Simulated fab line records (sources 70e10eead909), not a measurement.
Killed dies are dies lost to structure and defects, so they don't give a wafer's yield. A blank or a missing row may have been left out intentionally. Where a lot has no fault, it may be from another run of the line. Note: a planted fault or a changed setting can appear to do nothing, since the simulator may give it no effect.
Problem report in the 8D (eight disciplines) form, filled by code -- flow nand_harc -- the parts of the form that need people (team, actions taken, sign-off) are left out

## 1. THE ISSUE
Wafers with no fault read 5.6 with a standard deviation of 2.5, whereas raw_defect_count at NHARC_P_STI_INSPECT_11 reads a mean of 21.0 on 1 wafer of 1 lot. That puts it +6.2 standard deviations away from the usual mean.
The first sign was on wafer L728.4 at day 4 00:10, on defect_inspect-01. Wafers with a number at this step in the record: 31, from 11 lots. The rule behind "out" and "out of limits": a value lying over 4 standard deviations away from the usual mean. All remaining wafers that have a number are taken as sound.

## 2. WHAT IT IS; WHAT IT IS NOT
question,is,is not
which readings at this step,raw_defect_count,-
which lots,L728,"L725, L737, L738, L739, L742, L743, L744, L745, L747, L748"
which wafers of those lots,all that have a number,-
read on which gauges,defect_inspect-01,defect_inspect-02
when,from day 4 00:10,"up to then (3 sound wafers); but 27 sound wafers of L737, L738, L739, L742, L743, L744, L745, L747, L748 came after"

## 3. THE SUSPECTS, EACH WITH WHAT RULES IT OUT
Counting: a tool at a process step up to the reading stays a suspect if it ran every lot that is out and no sound lot after the first of them.
- the gauge at NHARC_P_STI_INSPECT_11: kept. All the wafers that are out were read on defect_inspect-01, and no step on other tools shows them out.
- pecvd-03 at NHARC_P_ZERO_WELL_PECVD_02 (deposits SiO2, target thk 10 nm): ruled out as a lasting fault. After its first lot that is out, L728 (day 3 02:36), sound lots L743, L745, L747 ran on it.
Left after counting: defect_inspect-01 at NHARC_P_STI_INSPECT_11.

## 4. THE CAUSE (what the simulator had put in)
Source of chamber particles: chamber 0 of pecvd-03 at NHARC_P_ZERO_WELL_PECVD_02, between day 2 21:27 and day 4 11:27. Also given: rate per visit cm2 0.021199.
It was ruled out by counting, in error; the rule expects a fault to strike all lots run on its tool from its start on, and this fault did not.

## 5. THE CHAIN OF EFFECTS, in route order
One row per reading whose mean, taken over the struck wafers that have a number, lies over 3 standard deviations from the usual. Only readings whose record carries a usual standard deviation are examined. hours: median over the lots of the time between each lot's start at the first step of this table that gives one and its start at this step. sigmas: the change, counted in usual standard deviations.
hours,step,reading,usual,on struck wafers,change,sigmas
0,NHARC_P_ZERO_WELL_INSPECT_43,raw_defect_count,12,30,+18,+3.8
15,NHARC_P_STI_INSPECT_11,raw_defect_count,5.6,21.0,+15.4,+6.2
At these later measuring or inspecting steps, every struck wafer for which the step has a row has a number for every such reading, and none has moved that far: NHARC_END_SORT_01.

## 6. WHAT WOULD HAVE CAUGHT IT SOONER
Counted from the fault's start at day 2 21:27, it took 27 hours until the first out-of-limits reading at a measuring or inspecting step in this record, taken at day 4 00:10.
